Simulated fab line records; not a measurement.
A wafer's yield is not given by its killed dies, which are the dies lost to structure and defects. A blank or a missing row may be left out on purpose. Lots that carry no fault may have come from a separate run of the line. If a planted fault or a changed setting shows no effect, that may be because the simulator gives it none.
Matching of chambers ; flow n5Finfet ; N5_BEOL_M2_DEP_57 on pecvd-03 has 3 sister chambers
The step deposits SiCN from 3MS/NH3, target thk 8 nm, time 14 s. 20 wafers are shown with their chamber, then 10 later ones without.

WAFERS PAIRED WITH THEIR CHAMBERS
wafer;chamber;showerheadPlenumPTorr (Torr);throttleValvePct (%)
L077.1;1;3.702;9.1
L077.2;2;3.658;8.9
L077.5;0;3.656;8.6
L078.1;1;3.702;9.1
L078.4;2;3.661;8.8
L078.6;0;3.665;8.6
L084.1;0;3.658;8.6
L084.3;0;3.673;8.9
L084.6;1;3.689;8.9
L086.3;1;3.688;9.2
L086.4;0;3.665;8.7
L086.5;0;3.665;9.1
L088.1;2;3.659;8.3
L088.3;0;3.666;8.8
L088.6;0;3.654;8.5
L089.1;1;3.697;9.2
L089.3;2;3.657;8.3
L089.5;2;3.661;8.5
L090.2;1;3.703;9.1
L090.4;0;3.666;9.1

SIGNATURES (means of the wafers above)
reading;chamber 0;chamber 1;chamber 2;scatter within a chamber
showerheadPlenumPTorr;3.66311;3.69683;3.65920;0.00558
throttleValvePct;8.767;9.100;8.560;0.213
Rule: a wafer lies at a distance from a chamber equal to the root of the sum of squares, over the readings, of (its reading less the chamber's mean, divided by the reading's scatter). The wafer belongs to the nearest chamber; if the next one is less than 2 further off, it can't be placed. The scatter: the root of (the sum of the squares of (reading less its chamber's mean) over the shown wafers, divided by (wafers less chambers)).

WAFERS WITH NO CHAMBER GIVEN
wafer;showerheadPlenumPTorr (Torr);throttleValvePct (%)
L090.6;3.697;9.0
L093.2;3.661;8.8
L093.4;3.659;8.4
L093.5;3.661;8.2
L094.2;3.657;8.3
L094.4;3.697;9.1
L094.6;3.660;8.9
L097.4;3.698;9.3
L097.5;3.654;8.6
L097.6;3.666;8.4

WHICH CHAMBER EACH WENT THROUGH
wafer;from the rows above;in truth
L090.6;1;1
L093.2;can't be placed: 0 or 2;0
L093.4;can't be placed: 2 or 0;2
L093.5;can't be placed: 2 or 0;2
L094.2;can't be placed: 2 or 0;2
L094.4;1;1
L094.6;can't be placed: 0 or 2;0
L097.4;1;1
L097.5;can't be placed: 2 or 0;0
L097.6;can't be placed: 2 or 0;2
Correct placement for 3 of the 10. Cannot be placed on the basis of these rows: 7; the candidates contain the true chamber in 7. Number placed wrongly: 0.
